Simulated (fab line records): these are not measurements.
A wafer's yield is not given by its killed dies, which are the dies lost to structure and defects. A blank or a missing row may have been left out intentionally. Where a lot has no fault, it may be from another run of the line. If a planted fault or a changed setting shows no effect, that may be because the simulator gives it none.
fab line records    flow n5_finfet    part 1 of 2: steps 1 to 24 of 30
record: lots: 5  wafers: 15  last_day: 17
route steps=1938 shown BEOL_M9@1413
lots that met no fault: from a run of the same line without faults
start_h: the number of hours between the record's first day and the start of the first shown wafer of the lot    wait_h: time in hours since the lot's previous step    " unchanged from the row above    L1.1+2: a single row standing in for several wafers    - no value present, or no start provided    * or withheld: withheld    < > ~ a bound
route shown NAME@n: names a module that has steps shown in the file, with the first one's number in the route    usual: mean/standard deviation of fault-free wafers    same: alike in all rows    chamber/n: place in a boat    sites: the reading at each site    _std_site: the values' standard deviation    _edge_site: inner sites' mean taken away from outer sites' mean    radius_mm: how far each site lies from the wafer's centre    mask NAME#n: copy n    behind: the tool/chamber that last shaped the wafer    hold: why the lot went on hold/how many hours it stayed there/how the hold came to an end    device: the n, p or np transistor that did not switch    end of line: the tests these same wafers got at the end of their route    a step with no rows: only its recipe    killed: count of dies lost to structure and defects at first sort (not the wafer's yield)    map: per-die view of a wafer (x killed, . not killed, _ where there is no die)
set.NAME: the run value of the setting; set.NAME@STEP: its run value at that earlier step    model.NAME: the simulator's own value behind a step, which no gauge read
lots seen at some steps along the route; tables by step, rows by wafer
services: from which hour (start_h, from the record's first day; less than 0 if before it) a tool's chamber was out of use, for how many hours, and why
== steps ==
step: N5_BEOL_M9_DEVELOP_10
recipe: develop_time_s: 30  developer: TMAH  resist: CAR-ArF  rinse_liquid: diw  dry: air_spin  dev_temp_c: 23
lot.wafer   tool            chamber  start_h  wait_h
L076.2+3+5  litho_track-03  0        -        -
L084.3+4+6  litho_track-01  0        -        -
L088.2+3+6  litho_track-03  0        -        -
L093.1+4+6  litho_track-04  0        -        -
L096.1+4+6  litho_track-03  0        -        -
step: N5_BEOL_M9_CD_MEAS_11
recipe: target_cd_nm: 64.1  landing_energy_ev: 500  detector: se_inlens  polarity: opening
usual: cd_nm: 64.5/0.76
lot.wafer  tool       chamber  start_h  wait_h  cd_nm
L076.2     cd_sem-03  0        223.16   -       66.3
L076.3     "          0        "        "       64.5
L076.5     "          0        "        "       64.7
L084.3     cd_sem-01  0        267.89   -       64.2
L084.4     "          0        "        "       63.4
L084.6     "          0        "        "       65.1
L088.2     cd_sem-03  0        303.10   -       64.7
L088.3     "          0        "        "       64.1
L088.6     "          0        "        "       63.5
L093.1     cd_sem-02  0        332.14   -       64.3
L093.4     "          0        "        "       64.6
L093.6     "          0        "        "       64.0
L096.1     cd_sem-02  0        340.64   -       66.2
L096.4     "          0        "        "       65.1
L096.6     "          0        "        "       65.1
step: N5_BEOL_M9_OVL_MEAS_12
recipe: points_per_wafer: 44
usual: M9_OVL: -0.3/0.72
lot.wafer  tool        chamber  start_h  wait_h  M9_OVL[nm]
L076.2     overlay-02  0        223.25   0.1     1.0
L076.3     "           0        "        "       0.1
L076.5     "           0        "        "       0.2
L084.3     overlay-02  0        267.92   0.0     -1.7
L084.4     "           0        "        "       -0.7
L084.6     "           0        "        "       -0.4
L088.2     overlay-01  0        303.12   0.0     0.0
L088.3     "           0        "        "       -0.3
L088.6     "           0        "        "       -0.6
L093.1     overlay-01  0        332.17   0.0     -1.8
L093.4     "           0        "        "       -0.4
L093.6     "           0        "        "       -1.3
L096.1     overlay-02  0        340.67   0.0     -0.7
L096.4     "           0        "        "       0.4
L096.6     "           0        "        "       -0.8
step: N5_BEOL_M9_INSPECT_13
recipe: mode: adi  inspect_instrument: brightfield
usual: raw_defect_count: 463/95
lot.wafer  tool               chamber  start_h  wait_h  raw_defect_count
L076.2     defect_inspect-02  -        223.28   0.0     407
L076.3     "                  -        "        "       431
L076.5     "                  -        "        "       515
L084.3     defect_inspect-02  -        267.94   0.0     495
L084.4     "                  -        "        "       460
L084.6     "                  -        "        "       411
L088.2     defect_inspect-02  -        303.15   0.0     441
L088.3     "                  -        "        "       402
L088.6     "                  -        "        "       452
L093.1     defect_inspect-01  -        332.19   0.0     439
L093.4     "                  -        "        "       354
L093.6     "                  -        "        "       484
L096.1     defect_inspect-02  -        340.70   0.0     677
L096.4     "                  -        "        "       500
L096.6     "                  -        "        "       522
step: N5_BEOL_M9_DESCUM_16
recipe: chemistry: O2  time_s: 7.9  source_power_w: 50  bias_power_w: 20  pressure_mtorr: 20  rf_frequency_hz: 2.712e+07  temp_c: 40  resist: CAR-ArF  o2_flow_sccm: 225
usual: drypump_motor_current_A: 5.8/0.33  oes_product_au: 0.77/0.066  rf_vpp_V: 242.4/1.7  showerhead_plenum_p_Torr: 2.05/0.086  temp_c: 40.00/0.11  throttle_valve_pct: 20.4/0.4
lot.wafer  tool         chamber  start_h  wait_h  drypump_motor_current_A  oes_product_au  rf_hours_counter_h  rf_vpp_V  showerhead_plenum_p_Torr  temp_c  throttle_valve_pct
L076.2     rie_diel-02  1        223.98   0.7     6.0                      0.68            210                 242.2     2.00                      40.14   20.6
L076.3     "            0        "        "       5.2                      0.74            166                 244.5     2.09                      40.22   20.5
L076.5     "            2        "        "       5.7                      0.83            -                   246.8     2.18                      40.14   20.4
L084.3     rie_diel-05  1        269.66   1.7     5.5                      0.70            233                 240.3     2.02                      40.05   21.3
L084.4     "            1        "        "       5.5                      0.71            -                   241.7     2.02                      40.16   21.3
L084.6     "            2        "        "       6.0                      0.74            -                   240.0     1.91                      40.07   20.1
L088.2     rie_diel-05  1        303.69   0.5     5.5                      0.69            243                 240.4     2.02                      39.98   21.3
L088.3     "            0        "        "       5.5                      0.84            88                  242.7     2.04                      39.98   20.1
L088.6     "            2        "        "       6.0                      0.72            -                   240.3     1.91                      40.01   20.1
L093.1     rie_diel-06  2        332.30   0.1     5.6                      0.73            194                 245.5     2.15                      40.05   20.2
L093.4     "            3        "        "       6.5                      0.84            62                  243.3     2.05                      39.96   20.1
L093.6     "            1        "        "       5.8                      0.98            -                   245.8     2.23                      40.16   20.3
L096.1     rie_diel-05  3        340.73   0.0     5.9                      0.73            201                 245.2     2.14                      39.81   20.7
L096.4     "            3        "        "       5.9                      0.74            -                   244.7     2.14                      39.87   20.6
L096.6     "            0        "        "       5.5                      0.84            -                   243.6     2.03                      39.80   20.1
step: N5_BEOL_M9_ETCH_61
recipe: chemistry: CF4  target: SiARC  target_depth_a: 390  mask_material: CAR-ArF  time_s: 65  ion_energy_ev: 80  pressure_mtorr: 40  source_w: 545  bias_w: 36  Ar_flow_sccm: 100  cf4_flow_sccm: 100  ends: cleared
usual: drypump_motor_current_A: 5.8/0.33  etch_rf_on_time_s: 64/3.1  oes_product_au: 0.66/0.061  rf_vpp_V: 183.6/1.4  showerhead_plenum_p_Torr: 2.10/0.097  throttle_valve_pct: 15.6/0.33
lot.wafer  tool         chamber  start_h  wait_h  drypump_motor_current_A  etch_rf_on_time_s  oes_product_au  rf_hours_counter_h  rf_vpp_V  showerhead_plenum_p_Torr  throttle_valve_pct
L076.2     rie_diel-02  1        224.01   0.0     6.0                      62                 0.60            210                 182.9     2.03                      15.7
L076.3     "            0        "        "       5.2                      64                 0.63            166                 183.8     2.13                      15.7
L076.5     "            2        "        "       5.7                      66                 0.70            -                   184.9     2.25                      15.6
L084.3     rie_diel-05  1        269.69   0.0     5.5                      62                 0.60            233                 182.1     2.03                      16.1
L084.4     "            1        "        "       5.5                      61                 0.60            -                   183.5     2.03                      16.1
L084.6     "            2        "        "       6.0                      66                 0.62            -                   182.3     1.96                      15.4
L088.2     rie_diel-05  1        303.73   0.0     5.5                      62                 0.59            243                 182.7     2.03                      16.1
L088.3     "            0        "        "       5.5                      61                 0.73            88                  184.4     2.09                      15.3
L088.6     "            2        "        "       6.0                      65                 0.62            -                   182.3     1.96                      15.4
L093.1     rie_diel-06  2        332.33   0.0     5.6                      67                 0.61            194                 184.9     2.23                      15.6
L093.4     "            3        "        "       6.5                      62                 0.75            62                  183.0     2.08                      15.1
L093.6     "            1        "        "       5.7                      63                 0.83            -                   185.0     2.28                      15.5
L096.1     rie_diel-05  3        340.77   0.0     5.9                      69                 0.60            201                 185.3     2.23                      16.1
L096.4     "            3        "        "       5.9                      69                 0.60            -                   184.6     2.23                      16.1
L096.6     "            0        "        "       5.5                      60                 0.73            -                   184.1     2.08                      15.3
step: N5_BEOL_M9_ETCH_62
recipe: chemistry: N2/H2  target: SOC  target_depth_a: 1100  overetch_a: 220  mask_material: SiARC  temp_c: 40  time_s: 165  ion_energy_ev: 200  pressure_mtorr: 30  source_w: 840  bias_w: 150  n2_flow_sccm: 200  h2_flow_sccm: 200
usual: drypump_motor_current_A: 5.8/0.33  oes_product_au: 0.65/0.055  rf_vpp_V: 523/3.4  showerhead_plenum_p_Torr: 2.49/0.12  temp_c: 40.00/0.13  throttle_valve_pct: 17.8/0.34
lot.wafer  tool         chamber  start_h  wait_h  drypump_motor_current_A  oes_product_au  rf_hours_counter_h  rf_vpp_V  showerhead_plenum_p_Torr  temp_c  throttle_valve_pct
L076.2     rie_diel-02  1        224.06   0.0     6.0                      0.58            210                 520       2.38                      40.21   17.7
L076.3     "            0        "        "       5.2                      0.62            166                 523       2.52                      39.91   17.7
L076.5     "            2        "        "       5.7                      0.70            -                   529       2.70                      40.14   18.0
L084.3     rie_diel-05  1        269.74   0.0     5.5                      0.57            233                 519       2.40                      39.92   18.4
L084.4     "            1        "        "       5.5                      0.58            -                   520       2.40                      40.07   18.4
L084.6     "            2        "        "       6.0                      0.63            -                   519       2.34                      40.21   17.6
L088.2     rie_diel-05  1        303.78   0.0     5.5                      0.57            243                 521       2.40                      40.09   18.4
L088.3     "            0        "        "       5.5                      0.70            88                  522       2.45                      40.07   17.4
L088.6     "            2        "        "       6.0                      0.62            -                   518       2.34                      40.11   17.7
L093.1     rie_diel-06  2        332.38   0.0     5.6                      0.61            194                 525       2.65                      40.03   17.9
L093.4     "            3        "        "       6.5                      0.71            62                  523       2.48                      40.06   17.4
L093.6     "            1        "        "       5.7                      0.81            -                   528       2.71                      39.79   17.6
L096.1     rie_diel-05  3        340.82   0.0     6.0                      0.63            201                 526       2.63                      40.08   18.2
L096.4     "            3        "        "       6.0                      0.62            -                   527       2.63                      39.97   18.2
L096.6     "            0        "        "       5.5                      0.70            -                   522       2.45                      39.87   17.4
step: N5_BEOL_M9_STRIP_68
recipe: chemistry: N2/H2  temp_c: 40  n2_flow_sccm: 200  h2_flow_sccm: 200  rf_frequency_hz: 6e+07
lot.wafer   tool         chamber  start_h  wait_h
L076.2+3+5  rie_diel-02  1,0,2    224.20   0.1
L084.3+4+6  rie_diel-05  1,1,2    269.88   0.1
L088.2+3+6  rie_diel-05  1,0,2    303.91   0.1
L093.1+4+6  rie_diel-06  2,3,1    332.52   0.1
L096.1+4+6  rie_diel-05  3,3,0    340.95   0.1
step: N5_BEOL_M9_STRIP_67
recipe: chemistry: CF4  resist: SiARC  power_w: 300  bias_power_w: 75  pressure_mtorr: 50  cf4_flow_sccm: 150  rf_frequency_hz: 6e+07
usual: drypump_motor_current_A: 5.8/0.33  oes_product_au: 0.77/0.065  rf_vpp_V: 270.4/1.9  showerhead_plenum_p_Torr: 1.76/0.083  throttle_valve_pct: 13.6/0.32
lot.wafer  tool         chamber  start_h  wait_h  drypump_motor_current_A  oes_product_au  rf_hours_counter_h  rf_vpp_V  showerhead_plenum_p_Torr  throttle_valve_pct
L076.2     rie_diel-02  1        224.21   0.0     6.0                      0.69            211                 268.6     1.72                      13.7
L076.3     "            0        "        "       5.2                      0.75            166                 271.7     1.81                      13.7
L076.5     "            2        "        "       5.7                      0.83            -                   273.2     1.89                      13.6
L084.3     rie_diel-05  1        269.89   0.0     5.5                      0.69            233                 269.2     1.69                      14.1
L084.4     "            1        "        "       5.5                      0.69            -                   267.8     1.69                      14.0
L084.6     "            2        "        "       6.0                      0.74            -                   268.7     1.64                      13.3
L088.2     rie_diel-05  1        303.92   0.0     5.5                      0.68            243                 268.4     1.69                      14.1
L088.3     "            0        "        "       5.5                      0.83            88                  270.7     1.75                      13.3
L088.6     "            2        "        "       6.0                      0.73            -                   267.9     1.64                      13.4
L093.1     rie_diel-06  2        332.53   0.0     5.6                      0.72            194                 271.1     1.87                      13.6
L093.4     "            3        "        "       6.4                      0.85            62                  269.0     1.74                      13.0
L093.6     "            1        "        "       5.8                      0.95            -                   274.8     1.91                      13.4
L096.1     rie_diel-05  3        340.96   0.0     5.9                      0.73            201                 272.2     1.86                      14.1
L096.4     "            3        "        "       5.9                      0.74            -                   271.7     1.86                      14.1
L096.6     "            0        "        "       5.5                      0.82            -                   269.8     1.75                      13.3
step: N5_BEOL_M9_HM_OPEN_17
recipe: chemistry: Cl2/BCl3  target_depth_a: 200  overetch_a: 60  target: TiN  mask_material: SOC  ion_energy_ev: 150  pressure_mtorr: 10  icp_w: 1000  bias_w: 126  Cl2_flow_sccm: 53.25  bcl3_flow_sccm: 21.75  Ar_flow_sccm: 25
usual: drypump_motor_current_A: 5.7/0.47  oes_product_au: 0.71/0.057  throttle_valve_pct: 21.67/0.2
lot.wafer  tool          chamber  start_h  wait_h  drypump_motor_current_A  oes_product_au  rf_hours_counter_h  throttle_valve_pct
L076.2     rie_metal-02  1        224.25   0.0     5.0                      0.66            40                  21.59
L076.3     "             1        "        "       5.0                      0.65            -                   21.55
L076.5     "             1        "        "       5.0                      0.67            -                   21.56
L084.3     rie_metal-03  1        269.96   0.1     6.2                      0.75            -                   21.98
L084.4     "             0        "        "       6.2                      0.81            -                   21.67
L084.6     "             1        "        "       6.2                      0.77            -                   21.99
L088.2     rie_metal-02  1        303.96   0.0     5.0                      0.66            47                  21.57
L088.3     "             1        "        "       5.0                      0.65            -                   21.58
L088.6     "             1        "        "       5.0                      0.65            -                   21.57
L093.1     rie_metal-03  1        332.57   0.0     6.2                      0.74            12                  21.98
L093.4     "             0        "        "       6.2                      0.79            -                   21.70
L093.6     "             0        "        "       6.2                      0.79            -                   21.70
L096.1     rie_metal-02  0        341.00   0.0     5.9                      0.71            31                  21.49
L096.4     "             0        "        "       5.9                      0.69            -                   21.48
L096.6     "             0        "        "       5.9                      0.70            -                   21.46
step: N5_BEOL_M9_STRIP_19
recipe: chemistry: O2  power_w: 400  temp_c: 40  pressure_mtorr: 30  rf_frequency_hz: 6e+07  bias_power_w: 0  overash_fraction: 0.2  o2_flow_sccm: 225
usual: drypump_motor_current_A: 5.9/0.38  oes_product_au: 0.79/0.082  rf_vpp_V: 3.7/0.61  showerhead_plenum_p_Torr: 2.07/0.082  temp_c: 40.00/0.11  throttle_valve_pct: 16.64/0.29
lot.wafer  tool         chamber  start_h  wait_h  drypump_motor_current_A  oes_product_au  rf_hours_counter_h  rf_vpp_V  showerhead_plenum_p_Torr  temp_c  throttle_valve_pct
L076.2     rie_diel-05  2        224.44   0.2     6.0                      0.74            147                 4.4       1.92                      39.95   16.36
L076.3     "            3        "        "       6.0                      0.76            162                 4.3       2.16                      39.76   16.88
L076.5     "            3        "        "       5.9                      0.77            -                   4.9       2.16                      40.04   16.87
L084.3     rie_diel-06  0        270.26   0.3     6.3                      0.83            75                  3.9       2.13                      39.98   16.76
L084.4     "            3        "        "       6.5                      0.88            -                   3.8       2.06                      40.12   16.23
L084.6     "            0        "        "       6.3                      0.83            -                   4.9       2.13                      39.94   16.75
L088.2     rie_diel-05  3        304.20   0.2     5.9                      0.73            187                 3.2       2.15                      39.97   16.92
L088.3     "            2        "        "       6.0                      0.72            172                 5.0       1.91                      39.82   16.45
L088.6     "            1        "        "       5.5                      0.69            -                   3.6       2.02                      39.93   17.45
L093.1     rie_diel-05  3        332.80   0.2     5.9                      0.74            197                 4.0       2.14                      39.92   16.94
L093.4     "            2        "        "       6.0                      0.71            -                   3.3       1.91                      40.09   16.45
L093.6     "            0        "        "       5.5                      0.83            -                   5.2       2.04                      39.91   16.36
L096.1     rie_diel-05  0        341.15   0.1     5.5                      0.82            102                 2.8       2.04                      39.93   16.38
L096.4     "            0        "        "       5.5                      0.83            -                   4.2       2.04                      39.90   16.39
L096.6     "            3        "        "       6.0                      0.73            -                   3.9       2.14                      40.07   16.93
step: N5_BEOL_M9_CD_MEAS_18
recipe: pitch_nm: 140  target_cd_nm: 70
usual: cd_nm: 70.4/0.88
lot.wafer  tool       chamber  start_h  wait_h  cd_nm
L076.2     cd_sem-03  -        224.51   0.1     73.3
L076.3     "          -        "        "       69.4
L076.5     "          -        "        "       70.6
L084.3     cd_sem-03  -        270.33   0.1     70.4
L084.4     "          -        "        "       69.8
L084.6     "          -        "        "       71.1
L088.2     cd_sem-02  -        304.27   0.1     70.3
L088.3     "          -        "        "       69.7
L088.6     "          -        "        "       69.0
L093.1     cd_sem-03  -        332.87   0.0     70.5
L093.4     "          -        "        "       71.5
L093.6     "          -        "        "       70.3
L096.1     cd_sem-03  -        341.21   0.0     71.3
L096.4     "          -        "        "       70.3
L096.6     "          -        "        "       70.5
step: N5_BEOL_M9_COAT_63
recipe: resist: SOC  temp_c: 250  time_s: 60  spin_rpm: 1500  resist_thk_nm: 60
lot.wafer   tool            chamber  start_h  wait_h
L076.2+3+5  litho_track-03  0        224.57   0.1
L084.3+4+6  litho_track-04  0        270.37   0.0
L088.2+3+6  litho_track-03  0        307.11   2.8
L093.1+4+6  litho_track-04  0        335.01   2.1
L096.1+4+6  litho_track-04  0        345.03   3.8
step: N5_BEOL_M9_COAT_64
recipe: resist: SiARC  temp_c: 220  time_s: 60  spin_rpm: 1500  resist_thk_nm: 12
lot.wafer   tool            chamber  start_h  wait_h
L076.2+3+5  litho_track-03  0        -        -
L084.3+4+6  litho_track-04  0        -        -
L088.2+3+6  litho_track-03  0        -        -
L093.1+4+6  litho_track-04  0        -        -
L096.1+4+6  litho_track-04  0        -        -
step: N5_BEOL_M9_COAT_75
recipe: resist: underlayer  temp_c: 205  time_s: 60  spin_rpm: 1500  resist_thk_nm: 5
lot.wafer   tool            chamber  start_h  wait_h
L076.2+3+5  litho_track-03  0        -        -
L084.3+4+6  litho_track-04  0        -        -
L088.2+3+6  litho_track-03  0        -        -
L093.1+4+6  litho_track-04  0        -        -
L096.1+4+6  litho_track-04  0        -        -
step: N5_BEOL_M9_COAT_22
recipe: resist: CAR-EUV  spin_rpm: 1500  resist_thk_nm: 30
lot.wafer   tool            chamber  start_h  wait_h
L076.2+3+5  litho_track-03  0        -        -
L084.3+4+6  litho_track-04  0        -        -
L088.2+3+6  litho_track-03  0        -        -
L093.1+4+6  litho_track-04  0        -        -
L096.1+4+6  litho_track-04  0        -        -
step: N5_BEOL_M9_EBR_24
recipe: solvent: PGMEA  ebr_width_mm: 1.5
lot.wafer   tool            chamber  start_h  wait_h
L076.2+3+5  litho_track-03  0        -        -
L084.3+4+6  litho_track-04  0        -        -
L088.2+3+6  litho_track-03  0        -        -
L093.1+4+6  litho_track-04  0        -        -
L096.1+4+6  litho_track-04  0        -        -
step: N5_BEOL_M9_SOFTBAKE_23
recipe: temp_c: 110  time_s: 60  resist: CAR-EUV
lot.wafer   tool            chamber  start_h  wait_h
L076.2+3+5  litho_track-03  0        -        -
L084.3+4+6  litho_track-04  0        -        -
L088.2+3+6  litho_track-03  0        -        -
L093.1+4+6  litho_track-04  0        -        -
L096.1+4+6  litho_track-04  0        -        -
step: N5_BEOL_M9_EXPOSE_25
recipe: mask_id: V8  na: 0.33  source_shape: annular  sigma_inner: 0.4  sigma_outer: 0.8  polarization: unpolarized  dose_mj: 37.25
lot.wafer   tool            chamber  start_h  wait_h  mask
L076.2+3+5  euv_scanner-01  0        224.71   -       V8#0
L084.3+4+6  euv_scanner-01  0        270.58   -       V8#0
L088.2+3+6  euv_scanner-02  0        307.42   -       V8#0
L093.1+4+6  euv_scanner-01  0        335.27   -       V8#0
L096.1+4+6  euv_scanner-01  0        345.30   -       V8#0
step: N5_BEOL_M9_PEB_26
recipe: peb_temp_c: 100  peb_time_s: 60  resist: CAR-EUV
lot.wafer   tool            chamber  start_h  wait_h
L076.2+3+5  litho_track-03  0        224.77   0.0
L084.3+4+6  litho_track-04  0        270.63   0.0
L088.2+3+6  litho_track-03  0        307.47   0.0
L093.1+4+6  litho_track-04  0        335.33   0.1
L096.1+4+6  litho_track-03  0        345.36   0.1
step: N5_BEOL_M9_DEVELOP_27
recipe: develop_time_s: 30  developer: TMAH  resist: CAR-EUV  rinse_liquid: surfactant_rinse  dry: air_spin  dev_temp_c: 23
lot.wafer   tool            chamber  start_h  wait_h
L076.2+3+5  litho_track-03  0        -        -
L084.3+4+6  litho_track-04  0        -        -
L088.2+3+6  litho_track-03  0        -        -
L093.1+4+6  litho_track-04  0        -        -
L096.1+4+6  litho_track-03  0        -        -
step: N5_BEOL_M9_CD_MEAS_28
recipe: target_cd_nm: 70  landing_energy_ev: 500  detector: se_inlens  polarity: opening
usual: cd_nm: 69.96/0.28
lot.wafer  tool       chamber  start_h  wait_h  cd_nm
L076.2     cd_sem-01  0        224.83   -       69.81
L076.3     "          0        "        "       70.10
L076.5     "          0        "        "       70.14
L084.3     cd_sem-03  0        270.69   -       69.85
L084.4     "          0        "        "       70.40
L084.6     "          0        "        "       70.35
L088.2     cd_sem-03  0        307.54   -       70.45
L088.3     "          0        "        "       70.19
L088.6     "          0        "        "       70.12
L093.1     cd_sem-01  0        335.40   -       69.81
L093.4     "          0        "        "       69.71
L093.6     "          0        "        "       70.02
L096.1     cd_sem-02  0        345.42   -       70.47
L096.4     "          0        "        "       70.19
L096.6     "          0        "        "       70.34
step: N5_BEOL_M9_OVL_MEAS_29
recipe: points_per_wafer: 522
usual: V8_OVL: 0.5/0.75
lot.wafer  tool        chamber  start_h  wait_h  V8_OVL[nm]
L076.2     overlay-02  0        224.87   0.0     1.4
L076.3     "           0        "        "       0.5
L076.5     "           0        "        "       0.6
L084.3     overlay-02  0        270.73   0.0     0.1
L084.4     "           0        "        "       0.4
L084.6     "           0        "        "       1.1
L088.2     overlay-02  0        307.57   0.0     1.1
L088.3     "           0        "        "       0.1
L088.6     "           0        "        "       1.0
L093.1     overlay-02  0        335.43   0.0     1.0
L093.4     "           0        "        "       0.0
L093.6     "           0        "        "       0.0
L096.1     overlay-01  0        345.46   0.0     1.9
L096.4     "           0        "        "       0.8
L096.6     "           0        "        "       0.7
step: N5_BEOL_M9_INSPECT_30
recipe: mode: adi  inspect_instrument: brightfield
usual: raw_defect_count: 456/88
lot.wafer  tool               chamber  start_h  wait_h  raw_defect_count
L076.2     defect_inspect-02  -        224.92   0.0     415
L076.3     "                  -        "        "       452
L076.5     "                  -        "        "       536
L084.3     defect_inspect-01  -        270.78   0.0     484
L084.4     "                  -        "        "       413
L084.6     "                  -        "        "       383
L088.2     defect_inspect-01  -        307.63   0.0     410
L088.3     "                  -        "        "       378
L088.6     "                  -        "        "       389
L093.1     defect_inspect-01  -        335.48   0.1     444
L093.4     "                  -        "        "       363
L093.6     "                  -        "        "       477
L096.1     defect_inspect-02  -        345.51   0.1     698
L096.4     "                  -        "        "       487
L096.6     "                  -        "        "       532
